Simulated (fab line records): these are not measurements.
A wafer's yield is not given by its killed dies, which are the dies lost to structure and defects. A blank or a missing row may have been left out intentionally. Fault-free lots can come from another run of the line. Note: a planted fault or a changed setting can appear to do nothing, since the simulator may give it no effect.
Comparing a struck lot with a sound one | flow nand harc | 20 out of 1302 route steps
Sound: these wafers, L544.2, L544.4, L544.5. The struck wafers were L549.2, L549.3, L549.5. The cause comes at the end.
Order at every step that has rows: each side's tool, ch and its chambers, its first start. Under that, the readings that differ: sound wafers | struck wafers | difference of the means | sigmas: that difference in standard deviations of wafers without a fault.
alike: words and numbers the same on both sides, and readings whose means are apart by under 2 such deviations; not compared: readings that were withheld, readings missing a value for some wafer, numbers with overlapping values and no deviation given by the record, and bounds like >300 which may hide the same value.
A row with sigmas, a row that says differs or no value, or rows on one side alone: a step with any of these is where the two part. Numbers that have no deviation but don't overlap get no sigmas and don't part them. A reading missing from all wafers of one side parts the sides only when that side holds two or more wafers.

NHARC_P_ZERO_WELL_CD_MEAS_11: the cd target is 500 nm.
  sound on cd sem-02 ch 0, day 4 09:15; struck on cd sem-03 ch 0, day 6 11:07
  alike: cd nm
then, 1 step without rows for these wafers: NHARC_P_ZERO_WELL_HARDBAKE_12 (time 65 s).
NHARC_P_ZERO_WELL_DESCUM_13: chemistry O2, time 3 s.
  sound on rie diel-04 ch 1,2,3, day 4 09:24; struck on rie diel-10 ch 0,1,2, day 6 11:17
  alike: drypump motor current A, oes product au, rf vpp V, showerhead plenum p Torr, throttle valve pct
  not compared: rf hours counter h
NHARC_P_ZERO_WELL_ETCH_65: etches the open film in N2/H2, target depth 80 nm, overetch 24 nm, time 87.88 s.
  sound on rie diel-04 ch 0,2,3, day 4 09:29; struck on rie diel-10 ch 1,2,3, day 6 11:22
  alike: drypump motor current A, oes product au, rf vpp V, showerhead plenum p Torr, throttle valve pct
  not compared: rf hours counter h
NHARC_P_ZERO_WELL_ETCH_62: etches the open film in CHF3/Ar, target depth 13 nm, time 6.5 s.
  sound: rie diel-04 ch 0,2,3; struck: rie diel-10 ch 0,1,2
  alike: drypump motor current A, oes product au, rf vpp V, showerhead plenum p Torr, throttle valve pct
  not compared: rf hours counter h
NHARC_P_ZERO_WELL_ETCH_63: etches the open film in HBr/Cl2, target depth 120 nm, time 40.1 s.
  sound on rie si-06 ch 0,1,2, day 4 09:40; struck on rie si-06 ch 0,2, day 6 11:32
  alike: drypump motor current A, oes product au, throttle valve pct
  not compared: rf hours counter h
then, 6 steps without rows for these wafers: NHARC_P_ZERO_WELL_STRIP_15 (strips in SPM, time 900 s); NHARC_P_ZERO_WELL_DEHYDRATE_16 (time 120 s); NHARC_P_ZERO_WELL_HMDS_17 (time 30 s); NHARC_P_ZERO_WELL_COAT_18; NHARC_P_ZERO_WELL_SOFTBAKE_19 (time 95 s); NHARC_P_ZERO_WELL_EBR_20.
NHARC_P_ZERO_WELL_EXPOSE_21: exposes mask P NWELL, target cd 720 nm.
  sound on krf scanner-01 ch 0, day 4 10:26; struck on krf scanner-04 ch 0, day 6 12:11
  reading              | sound                | struck               | difference | sigmas
  exposure dose mJ cm2 | 22.323 22.335 22.332 | 23.355 23.356 23.375 | +1.032     | +45
  alike: mask
then, 2 steps without rows for these wafers: NHARC_P_ZERO_WELL_PEB_22 (peb time 85 s); NHARC_P_ZERO_WELL_DEVELOP_23 (time 70 s).
NHARC_P_ZERO_WELL_CD_MEAS_24: the cd target is 720 nm.
  sound on cd sem-01 ch 0, day 4 10:35; struck on cd sem-03 ch 0, day 6 12:20
  reading    | sound             | struck            | difference | sigmas
  cd nm (nm) | 722.9 719.5 722.0 | 726.5 727.2 725.6 | +5.0       | +2
then, 1 step without rows for these wafers: NHARC_P_ZERO_WELL_HARDBAKE_25 (time 80 s).
NHARC_P_ZERO_WELL_DESCUM_26: chemistry O2, time 3 s.
  sound on rie diel-04 ch 0,2, day 4 10:46; struck on rie diel-10 ch 1,2,3, day 6 12:29
  reading                         | sound             | struck            | difference | sigmas
  showerhead plenum p Torr (Torr) | 2.07 2.03 2.07    | 1.92 1.88 1.80    | -0.19      | -3
  model.P_ZERO_WELL.cd nm (nm)    | 723.6 719.8 722.1 | 726.5 726.7 725.2 | +4.3       |
  alike: drypump motor current A, oes product au, rf vpp V, throttle valve pct
  not compared: rf hours counter h
then, 2 steps without rows for these wafers: NHARC_P_ZERO_WELL_IMPLANT_27; NHARC_END_SORT_01.

## WHERE THEY PART
Last at NHARC_P_ZERO_WELL_DESCUM_26 as far as this record goes, first at NHARC_P_ZERO_WELL_EXPOSE_21.

WHY: what had been put in by the simulator
Process parameters drifting: krf scanner-04 at NHARC_P_ZERO_WELL_EXPOSE_21, beginning at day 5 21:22. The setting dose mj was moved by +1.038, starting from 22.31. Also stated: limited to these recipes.
